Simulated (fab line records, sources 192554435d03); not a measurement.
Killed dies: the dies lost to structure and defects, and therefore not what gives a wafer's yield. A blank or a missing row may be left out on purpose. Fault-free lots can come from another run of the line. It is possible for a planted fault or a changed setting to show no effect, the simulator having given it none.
fab line records	flow n5-finfet
record: lots: 6	wafers: 17	last-day: 17
route steps=1938 shown START@1 ZERO_LAYER@2 BEOL_M4@1111
lots that met no fault: from a run of the same line without faults
start-h: the number of hours between the record's first day and the start of the first shown wafer of the lot	wait-h: hours since the lot's step before	" unchanged from the row above	L1.1+2: one row covering several wafers at once	- no value present, or no start provided	* or withheld: withheld	< > ~ a bound
route shown NAME@n: NAME is a module with steps in the file, n the number in the route of the first one	usual: average and standard deviation across the fault-free wafers	same: alike in all rows	chamber/n: place in a boat	sites: readings site by site	_std_site: how widely they spread, as a standard deviation	_edge_site: inner sites' mean taken away from outer sites' mean	radius-mm: how far each site lies from the wafer's centre	mask NAME#n: copy n	behind: the last tool/chamber to shape the wafer	hold: what put the lot on hold/how long, in hours/how the hold closed	device: the transistor (n, p or np) that didn't switch	end of line: at the end of the route, the tests of the same wafers	a step given without rows: its recipe and nothing more	killed: dies lost to structure and defects at the first sort, not the wafer's yield	map: per-die view of a wafer (x killed, . not killed, _ where there is no die)
set.NAME: the run value of the setting; set.NAME@STEP: its run value at that earlier step	model.NAME: the simulator's own value behind a step, which no gauge read
a table for each step, a row for each wafer; lots at some steps of the route
services: when a tool's chamber went out of use (start-h, in hours from the record's first day, below 0 if earlier), for how many hours, and the reason
== steps ==
step: N5_START_INSPECT_01
recipe: inspect-instrument: unpatterned-scan	mode: incoming
usual: raw-defect-count: 5.9/2.5
lot.wafer	tool	chamber	start-h	wait-h	raw-defect-count
L366.1	defect-inspect-01	-	12.03	-	3
L366.2	"	-	"	"	5
L366.3	"	-	"	"	7
L370.1	defect-inspect-02	-	36.03	-	8
L370.2	"	-	"	"	3
L370.6	"	-	"	"	8
L373.1	defect-inspect-01	-	54.03	-	5
L373.4	"	-	"	"	5
L373.5	"	-	"	"	10
L378.1	defect-inspect-01	-	84.03	-	13
L378.4	"	-	"	"	6
L382.2	defect-inspect-02	-	108.03	-	10
L382.5	"	-	"	"	4
L382.6	"	-	"	"	2
L389.1	defect-inspect-01	-	150.03	-	11
L389.4	"	-	"	"	4
L389.6	"	-	"	"	7
step: N5_ZERO_LAYER_PRECLEAN_00
recipe: chemistry: SPM	time-s: 600	temp-c: 120	mix: 4:1
step: N5_ZERO_LAYER_SRD_01
recipe: time-s: 30	temp-c: 23	rinse-liquid: diw	dry: n2-spin	spin-rpm: 1500	dry-time-s: 30
step: N5_ZERO_LAYER_PECVD_02
recipe: material: SiO2	target-thk-a: 100	temp-c: 400	precursor: SiH4/N2O	pressure-torr: 0.75	rf-w: 275	time-s: 6
usual: heater-power-w: 759/100	showerhead-plenum-p-Torr: 8.17/0.15
lot.wafer	tool	chamber	start-h	wait-h	heater-power-w	showerhead-plenum-p-Torr
L366.1	pecvd-01	1	12.28	0.0	1075	8.47
L366.2	"	0	"	"	744	8.18
L366.3	"	2	"	"	823	7.98
L370.1	pecvd-04	0	36.28	0.0	662	8.19
L370.2	"	2	"	"	748	8.26
L370.6	"	0	"	"	662	8.19
L373.1	pecvd-02	0	54.28	0.0	886	8.33
L373.4	"	2	"	"	696	8.13
L373.5	"	0	"	"	861	8.33
L378.1	pecvd-04	0	84.28	0.0	619	8.18
L378.4	"	1	"	"	711	7.92
L382.2	pecvd-02	0	108.28	0.0	842	8.32
L382.5	"	0	"	"	841	8.34
L382.6	"	1	"	"	683	8.09
L389.1	pecvd-04	1	150.28	0.0	664	7.95
L389.4	"	0	"	"	658	8.16
L389.6	"	1	"	"	679	7.94
step: N5_ZERO_LAYER_HMDS_04
recipe: time-s: 60	temp-c: 120
step: N5_ZERO_LAYER_COAT_05
recipe: spin-rpm: 1500	resist-thk-nm: 1000
step: N5_ZERO_LAYER_EBR_07
recipe: solvent: PGMEA	ebr-width-mm: 1.5
step: N5_ZERO_LAYER_SOFTBAKE_06
recipe: temp-c: 100	time-s: 90
step: N5_ZERO_LAYER_EXPOSE_08
recipe: mask-id: ZERO	na: 0.55	source-shape: conventional	sigma-outer: 0.8	polarization: unpolarized	defocus-nm: 0	target-cd-nm: 2000	dose-mj: 16.2
lot.wafer	tool	chamber	start-h	wait-h	mask
L366.1+2+3	krf-scanner-02	0	12.46	-	ZERO#0
L370.1+2+6	krf-scanner-01	0	36.59	-	ZERO#0
L373.1+4+5	krf-scanner-02	0	54.59	-	ZERO#0
L378.1+4	krf-scanner-02	0	84.59	-	ZERO#0
L382.2+5+6	krf-scanner-01	0	108.49	-	ZERO#0
L389.1+4+6	krf-scanner-02	0	150.49	-	ZERO#0
step: N5_ZERO_LAYER_PEB_09
recipe: peb-temp-c: withheld	peb-time-s: *
step: N5_ZERO_LAYER_DEVELOP_10
recipe: develop-time-s: 60	rinse-liquid: diw	dry: air-spin	dev-temp-c: 21
step: N5_ZERO_LAYER_HARDBAKE_23
recipe: temp-c: 130	time-s: 120
step: N5_ZERO_LAYER_CD_MEAS_11
recipe: target-cd-nm: 2000	landing-energy-ev: 500	detector: se-inlens
usual: cd-nm: 2000.6/1.4
lot.wafer	tool	chamber	start-h	wait-h	cd-nm
L366.1	cd-sem-02	0	12.64	-	2003.8
L366.2	"	0	"	"	2000.1
L366.3	"	0	"	"	2004.4
L370.1	cd-sem-03	0	36.77	-	1998.7
L370.2	"	0	"	"	2000.3
L370.6	"	0	"	"	1999.7
L373.1	cd-sem-02	0	54.77	-	2005.3
L373.4	"	0	"	"	2006.8
L373.5	"	0	"	"	2000.9
L378.1	cd-sem-02	0	84.77	-	2004.7
L378.4	"	0	"	"	2005.3
L382.2	cd-sem-02	0	108.67	-	2000.3
L382.5	"	0	"	"	2000.0
L382.6	"	0	"	"	2003.3
L389.1	cd-sem-01	0	150.66	-	2000.0
L389.4	"	0	"	"	1999.0
L389.6	"	0	"	"	2002.7
step: N5_ZERO_LAYER_DESCUM_16
recipe: chemistry: O2	time-s: 7.9	source-power-w: 50	bias-power-w: 20	pressure-mtorr: 20	rf-frequency-hz: 2.712e+07	temp-c: 40	o2-flow-sccm: 225
usual: drypump-motor-current-A: 5.6/0.34	oes-product-au: 0.80/0.078	rf-vpp-V: 243.2/1.1	showerhead-plenum-p-Torr: 2.10/0.052	throttle-valve-pct: 20.44/0.29
lot.wafer	tool	chamber	start-h	wait-h	drypump-motor-current-A	oes-product-au	rf-hours-counter-h	rf-vpp-V	showerhead-plenum-p-Torr	throttle-valve-pct
L366.1	rie-diel-06	1	12.68	0.0	5.3	0.82	95	243.5	2.12	20.50
L366.2	"	2	"	"	6.0	0.94	7	242.2	2.07	20.42
L366.3	"	3	"	"	5.5	0.80	129	242.1	2.03	20.77
L370.1	rie-diel-04	2	36.80	0.0	6.1	0.77	120	243.8	2.20	20.28
L370.2	"	1	"	"	5.8	0.88	51	242.3	2.05	20.28
L370.6	"	2	"	"	6.0	0.77	-	244.9	2.20	20.26
L373.1	rie-diel-06	2	54.80	0.0	6.0	0.92	16	242.8	2.07	20.46
L373.4	"	2	"	"	6.0	0.91	-	242.9	2.07	20.43
L373.5	"	0	"	"	5.1	0.72	-	245.2	2.16	20.25
L378.1	rie-diel-04	3	84.95	0.2	5.4	0.77	139	245.5	2.16	20.23
L378.4	"	0	"	"	5.9	0.73	187	243.7	2.06	20.12
L382.2	rie-diel-02	2	108.75	0.1	5.6	0.71	178	242.2	2.08	20.25
L382.5	"	2	"	"	5.5	0.72	-	242.0	2.08	20.23
L382.6	"	3	"	"	5.1	0.85	-	243.7	2.12	20.05
L389.1	rie-diel-06	1	150.72	0.1	5.4	0.78	133	242.8	2.10	20.56
L389.4	"	3	"	"	5.5	0.76	174	241.4	2.02	20.85
L389.6	"	2	"	"	6.0	0.86	-	241.1	2.06	20.48
step: N5_BEOL_M4_RC_MEAS_101
usual: DIBL_N: 37.0/1.7	DIBL_P: 36.7/2	IOFF_N: 0.17/0.035	IOFF_P: 0.22/0.035	ION_N: 672/12	ION_P: 461/7.5	SS_N: 71.6/0.67	SS_P: 73.4/0.64	VT_N: 250/3.5	VT_P: -250/3.5
lot.wafer	tool	chamber	start-h	wait-h	DIBL_N[mV/V]	DIBL_P[mV/V]	IOFF_N[nA/um]	IOFF_P[nA/um]	ION_N[uA/um]	ION_P[uA/um]	SS_N[mV/dec]	SS_P[mV/dec]	VT_N[mV]	VT_P[mV]
L366.1	prober-02	0	176.11	0.0	35.6	35.6	0.14	0.18	668	459	71.3	72.6	249	-252
L366.2	"	0	"	"	34.7	34.5	0.13	0.16	660	455	71.0	72.1	253	-253
L366.3	"	0	"	"	36.7	37.2	0.17	0.20	678	466	71.0	72.8	247	-253
L370.1	prober-01	0	192.66	0.0	37.1	36.3	0.16	0.21	675	462	71.6	74.1	249	-247
L370.2	"	0	"	"	37.1	35.7	0.15	0.19	662	453	71.2	73.9	252	-253
L370.6	"	0	"	"	37.6	36.5	0.16	0.20	683	461	71.2	73.5	248	-251
L373.1	prober-01	0	213.35	0.0	38.7	37.4	0.18	0.22	662	456	72.1	73.8	247	-251
L373.4	"	0	"	"	35.6	34.7	0.13	0.18	677	464	71.3	73.1	250	-253
L373.5	"	0	"	"	38.1	37.2	0.16	0.21	666	451	72.3	73.0	250	-253
L378.1	prober-01	0	239.25	0.0	36.6	35.5	0.14	0.22	666	468	70.9	73.6	252	-247
L378.4	"	0	"	"	37.5	36.1	0.15	0.22	670	459	71.0	72.8	251	-250
L382.2	prober-02	0	257.23	0.2	37.1	36.5	0.17	0.24	676	465	70.7	73.2	246	-247
L382.5	"	0	"	"	38.5	38.9	0.21	0.29	701	484	71.9	73.8	244	-244
L382.6	"	0	"	"	37.8	37.8	0.18	0.24	676	464	71.9	73.3	248	-245
L389.1	prober-02	0	299.94	0.0	37.6	36.3	0.16	0.20	678	465	72.5	72.6	248	-252
L389.4	"	0	"	"	38.8	36.8	0.18	0.22	685	471	72.0	73.4	249	-248
L389.6	"	0	"	"	36.0	34.2	0.14	0.18	677	461	70.9	72.0	251	-251
== services ==
tool	chamber	start-h	hours	kind
rie-diel-02	1	8.51	8.2	repair
pecvd-04	-	9.24	5.3	repair
rie-diel-02	0	10.74	3.0	repair
krf-scanner-02	-	16.05	4.0	pm
rie-diel-06	2	26.15	4.5	repair
krf-scanner-01	-	27.32	4.4	pm
rie-diel-06	1	50.96	14.0	repair
krf-scanner-01	0	51.53	-	calibration
krf-scanner-02	-	56.15	0.8	pm
pecvd-01	-	59.17	0.5	repair
rie-diel-06	0	59.86	16.9	repair
krf-scanner-02	-	61.61	0.9	repair
krf-scanner-02	-	66.82	3.5	repair
pecvd-01	-	85.10	0.6	repair
krf-scanner-02	-	86.93	1.0	pm
pecvd-01	2	87.50	3.9	repair
pecvd-04	1	102.09	4.7	repair
pecvd-04	2	102.25	2.1	scheduled-down
pecvd-02	2	103.90	5.5	scheduled-down
krf-scanner-01	-	105.16	1.0	pm
krf-scanner-02	0	108.04	-	calibration
krf-scanner-01	-	120.68	1.3	pm
rie-diel-06	2	136.20	3.6	repair
rie-diel-02	1	146.20	2.6	repair
== key ==
first-sign: step: N5_ZERO_LAYER_CD_MEAS_11	reading: cd-nm	direction: up	sigmas: 3.5	usual: 2000.6	struck: 2005.5
effect none on later readings
met-at N5_ZERO_LAYER_EXPOSE_08
struck-wafers L373.1,L373.4,L378.1,L378.4
onset-between 12.46 54.59
fault: kind: process-parameter-drift	tool: krf-scanner-02	chamber: -	onset-h: 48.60	steps: N5_ZERO_LAYER_EXPOSE_08	channel: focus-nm	offset: 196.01	shape: step	end-h: 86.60	scope: struck-wafers-only
